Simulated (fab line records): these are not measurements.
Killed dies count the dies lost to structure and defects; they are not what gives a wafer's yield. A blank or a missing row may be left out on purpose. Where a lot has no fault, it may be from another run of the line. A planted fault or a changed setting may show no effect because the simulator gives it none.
Chamber matching :: flow n5Finfet :: rieDiel-02 running N5_BEOL_M7_VIA_ETCH_34: 4 sister chambers
The step etches SiCOH lowk in C4F6/O2, target depth 125.5 nm, time 50.5 s. 18 wafers are shown with their chamber, then 9 later ones without.

== WAFERS, EACH WITH ITS CHAMBER ==
wafer: L074.1
chamber: 2
drypumpMotorCurrentA (A): 5.9
rfVppV (V): 637
showerheadPlenumPTorr (Torr): 2.80

wafer: L074.2
chamber: 3
drypumpMotorCurrentA (A): 5.5
rfVppV (V): 645
showerheadPlenumPTorr (Torr): 2.96

wafer: L074.4
chamber: 0
drypumpMotorCurrentA (A): 5.1
rfVppV (V): 685
showerheadPlenumPTorr (Torr): 2.86

wafer: L076.1
chamber: 2
drypumpMotorCurrentA (A): 5.9
rfVppV (V): 638
showerheadPlenumPTorr (Torr): 2.80

wafer: L076.2
chamber: 0
drypumpMotorCurrentA (A): 5.0
rfVppV (V): 685
showerheadPlenumPTorr (Torr): 2.85

wafer: L076.4
chamber: 1
drypumpMotorCurrentA (A): 6.0
rfVppV (V): 628
showerheadPlenumPTorr (Torr): 2.75

wafer: L075.1
chamber: 1
drypumpMotorCurrentA (A): 6.0
rfVppV (V): 630
showerheadPlenumPTorr (Torr): 2.75

wafer: L075.2
chamber: 0
drypumpMotorCurrentA (A): 5.1
rfVppV (V): 686
showerheadPlenumPTorr (Torr): 2.85

wafer: L075.3
chamber: 2
drypumpMotorCurrentA (A): 5.9
rfVppV (V): 638
showerheadPlenumPTorr (Torr): 2.80

wafer: L075.4
chamber: 3
drypumpMotorCurrentA (A): 5.5
rfVppV (V): 643
showerheadPlenumPTorr (Torr): 2.96

wafer: L075.5
chamber: 0
drypumpMotorCurrentA (A): 5.0
rfVppV (V): 685
showerheadPlenumPTorr (Torr): 2.85

wafer: L075.6
chamber: 1
drypumpMotorCurrentA (A): 6.0
rfVppV (V): 629
showerheadPlenumPTorr (Torr): 2.75

wafer: L077.1
chamber: 0
drypumpMotorCurrentA (A): 5.0
rfVppV (V): 685
showerheadPlenumPTorr (Torr): 2.85

wafer: L077.2
chamber: 2
drypumpMotorCurrentA (A): 5.9
rfVppV (V): 639
showerheadPlenumPTorr (Torr): 2.80

wafer: L077.5
chamber: 0
drypumpMotorCurrentA (A): 5.0
rfVppV (V): 685
showerheadPlenumPTorr (Torr): 2.85

wafer: L088.2
chamber: 3
drypumpMotorCurrentA (A): 5.5
rfVppV (V): 643
showerheadPlenumPTorr (Torr): 2.94

wafer: L088.4
chamber: 1
drypumpMotorCurrentA (A): 6.0
rfVppV (V): 628
showerheadPlenumPTorr (Torr): 2.74

wafer: L088.5
chamber: 3
drypumpMotorCurrentA (A): 5.5
rfVppV (V): 644
showerheadPlenumPTorr (Torr): 2.95

SIGNATURES (averages over the wafers above)
reading: drypumpMotorCurrentA
chamber 0: 5.033
chamber 1: 6.000
chamber 2: 5.900
chamber 3: 5.500
scatter within a chamber: 0.0309

reading: rfVppV
chamber 0: 685.17
chamber 1: 628.75
chamber 2: 638.00
chamber 3: 643.75
scatter within a chamber: 0.772

reading: showerheadPlenumPTorr
chamber 0: 2.8517
chamber 1: 2.7475
chamber 2: 2.8000
chamber 3: 2.9525
scatter within a chamber: 0.00556
Rule: for a wafer and a chamber, the distance is found by dividing, reading by reading, the gap between the wafer's reading and the chamber's mean by the reading's scatter, squaring, summing and taking the root. The wafer belongs to the nearest chamber; if the next one is less than 2 further off, it can't be placed. The scatter: take each reading less its chamber's mean, square it, sum over the shown wafers, divide by the number of wafers less the number of chambers, and take the root.

== WAFERS WITH NO CHAMBER GIVEN ==
wafer: L091.2
drypumpMotorCurrentA (A): 5.5
rfVppV (V): 644
showerheadPlenumPTorr (Torr): 2.94

wafer: L091.3
drypumpMotorCurrentA (A): 6.0
rfVppV (V): 629
showerheadPlenumPTorr (Torr): 2.74

wafer: L091.5
drypumpMotorCurrentA (A): 5.9
rfVppV (V): 637
showerheadPlenumPTorr (Torr): 2.79

wafer: L090.4
drypumpMotorCurrentA (A): 6.0
rfVppV (V): 627
showerheadPlenumPTorr (Torr): 2.74

wafer: L090.5
drypumpMotorCurrentA (A): 6.0
rfVppV (V): 629
showerheadPlenumPTorr (Torr): 2.74

wafer: L090.6
drypumpMotorCurrentA (A): 5.1
rfVppV (V): 684
showerheadPlenumPTorr (Torr): 2.84

wafer: L096.2
drypumpMotorCurrentA (A): 5.4
rfVppV (V): 643
showerheadPlenumPTorr (Torr): 2.94

wafer: L096.4
drypumpMotorCurrentA (A): 5.0
rfVppV (V): 684
showerheadPlenumPTorr (Torr): 2.84

wafer: L096.6
drypumpMotorCurrentA (A): 5.0
rfVppV (V): 686
showerheadPlenumPTorr (Torr): 2.84

== THE CHAMBER EACH PASSED THROUGH ==
wafer: L091.2
from the rows above: 3
in truth: 3

wafer: L091.3
from the rows above: 1
in truth: 1

wafer: L091.5
from the rows above: 2
in truth: 2

wafer: L090.4
from the rows above: 1
in truth: 1

wafer: L090.5
from the rows above: 1
in truth: 1

wafer: L090.6
from the rows above: 0
in truth: 0

wafer: L096.2
from the rows above: 3
in truth: 3

wafer: L096.4
from the rows above: 0
in truth: 0

wafer: L096.6
from the rows above: 0
in truth: 0
9 of 9 placed correctly. Number that these rows cannot place: 0. Placed wrongly: 0.
